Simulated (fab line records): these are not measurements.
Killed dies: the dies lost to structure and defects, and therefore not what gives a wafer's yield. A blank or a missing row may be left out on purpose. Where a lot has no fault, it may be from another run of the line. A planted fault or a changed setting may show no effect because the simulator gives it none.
Split-lot study :: flow n5Finfet :: 21 wafers read across 7 lots, on a route 1938 steps long

THE SPLIT
At N5_PASSIVATION_DEVELOP_43 (develop time 60 s), the setting developTimeS was moved away from the recipe's 60 s on 9 of the 21 wafers read, by -18.5% to +22.4%. The other wafers ran this setting at the recipe's value.

BETWEEN THE SPLIT AND THE READING: the file shows 1 step in between
- N5_PASSIVATION_HARDBAKE_45: time 120 s

THE READING
cdNm at N5_PASSIVATION_CD_MEAS_44, given in nm (cd target 40000 nm). Fault-free wafers of this fab line usually give 40001 nm, standard deviation 3.6 nm.

wafer: L078.1
tool, chamber at the split: lithoTrack-01, 0
developTimeS as run, s: 60
against the recipe: recipe
cdNm, nm: 40003
against lot-mates on the recipe: -

wafer: L078.3
tool, chamber at the split: lithoTrack-01, 0
developTimeS as run, s: 67.14
against the recipe: +11.9%
cdNm, nm: 40008
against lot-mates on the recipe: +5

wafer: L078.4
tool, chamber at the split: lithoTrack-01, 0
developTimeS as run, s: 67.14
against the recipe: +11.9%
cdNm, nm: 40009
against lot-mates on the recipe: +6

wafer: L079.2
tool, chamber at the split: lithoTrack-01, 0
developTimeS as run, s: 60
against the recipe: recipe
cdNm, nm: 40004
against lot-mates on the recipe: -

wafer: L079.5
tool, chamber at the split: lithoTrack-01, 0
developTimeS as run, s: 48.91
against the recipe: -18.5%
cdNm, nm: 39997
against lot-mates on the recipe: -7

wafer: L079.6
tool, chamber at the split: lithoTrack-01, 0
developTimeS as run, s: 48.91
against the recipe: -18.5%
cdNm, nm: 39995
against lot-mates on the recipe: -9

wafer: L081.3
tool, chamber at the split: lithoTrack-04, 0
developTimeS as run, s: 55.98
against the recipe: -6.7%
cdNm, nm: 39990
against lot-mates on the recipe: -10

wafer: L081.5
tool, chamber at the split: lithoTrack-04, 0
developTimeS as run, s: 55.98
against the recipe: -6.7%
cdNm, nm: 39996
against lot-mates on the recipe: -4

wafer: L081.6
tool, chamber at the split: lithoTrack-04, 0
developTimeS as run, s: 60
against the recipe: recipe
cdNm, nm: 40000
against lot-mates on the recipe: -

wafer: L083.3
tool, chamber at the split: lithoTrack-02, 0
developTimeS as run, s: 60
against the recipe: recipe
cdNm, nm: 39998
against lot-mates on the recipe: -

wafer: L083.4
tool, chamber at the split: lithoTrack-02, 0
developTimeS as run, s: 60
against the recipe: recipe
cdNm, nm: 40002
against lot-mates on the recipe: -

wafer: L083.5
tool, chamber at the split: lithoTrack-02, 0
developTimeS as run, s: 73.43
against the recipe: +22.4%
cdNm, nm: 40011
against lot-mates on the recipe: +11

wafer: L085.3
tool, chamber at the split: lithoTrack-02, 0
developTimeS as run, s: 60
against the recipe: recipe
cdNm, nm: 39997
against lot-mates on the recipe: -

wafer: L085.4
tool, chamber at the split: lithoTrack-02, 0
developTimeS as run, s: 72.5
against the recipe: +20.8%
cdNm, nm: 40009
against lot-mates on the recipe: +12

wafer: L085.5
tool, chamber at the split: lithoTrack-02, 0
developTimeS as run, s: 72.5
against the recipe: +20.8%
cdNm, nm: 40010
against lot-mates on the recipe: +13

wafer: L090.1
tool, chamber at the split: lithoTrack-04, 0
developTimeS as run, s: 60
against the recipe: recipe
cdNm, nm: 40002
against lot-mates on the recipe: -

wafer: L090.3
tool, chamber at the split: lithoTrack-04, 0
developTimeS as run, s: 60
against the recipe: recipe
cdNm, nm: 39995
against lot-mates on the recipe: -

wafer: L090.4
tool, chamber at the split: lithoTrack-04, 0
developTimeS as run, s: 60
against the recipe: recipe
cdNm, nm: 39999
against lot-mates on the recipe: -

wafer: L095.4
tool, chamber at the split: lithoTrack-04, 0
developTimeS as run, s: 60
against the recipe: recipe
cdNm, nm: 39997
against lot-mates on the recipe: -

wafer: L095.5
tool, chamber at the split: lithoTrack-04, 0
developTimeS as run, s: 60
against the recipe: recipe
cdNm, nm: 40003
against lot-mates on the recipe: -

wafer: L095.6
tool, chamber at the split: lithoTrack-04, 0
developTimeS as run, s: 60
against the recipe: recipe
cdNm, nm: 40002
against lot-mates on the recipe: -

FIT RESULTS
A straight line over all 21 wafers: cdNm changes by +0.44 nm for each +1% of developTimeS; r = +0.83; the points scatter about the line by 3.2 nm.
The same after taking each lot's own level away (the mean of its wafers on the recipe; 21 wafers): +0.533 nm for each +1%; r = +0.93; scatter 2.4 nm.
The reading moves by 12 nm for the largest change in developTimeS, on that fit.
Measured against the standard deviation above, the lots' own levels, which go from 39997.0 to 40004.0 nm, span 1.9 times it.
So the lot-to-lot level changes the slope: the two fits differ.
Check: +12 nm against its lot-mates is what the line predicts for one of the wafers moved furthest among these (+22.4%) when that wafer is left out of the fit. It came out at +11 nm against them.

OTHER SPLITS APPLIED TO THESE WAFERS
Before the reading, these wafers also passed through other splits. Each is held against what the fit with the lots' levels taken away leaves over:
other split on the same wafers: N5_BEOL_M15_PEB_26 pebTempC
wafers away from the commonest value: 3
r with cdNm (lot level and that fit taken away): +0.16

other split on the same wafers: N5_BEOL_M15_ETCH_61 biasW
wafers away from the commonest value: 8
r with cdNm (lot level and that fit taken away): -0.23

other split on the same wafers: N5_MIM_BOT_ETCH_ETCH_04 sourceW
wafers away from the commonest value: 8
r with cdNm (lot level and that fit taken away): -0.31

THE FILE'S OWN FIT
cdNm changes by +0.522 nm for each +1% of developTimeS, r = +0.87.
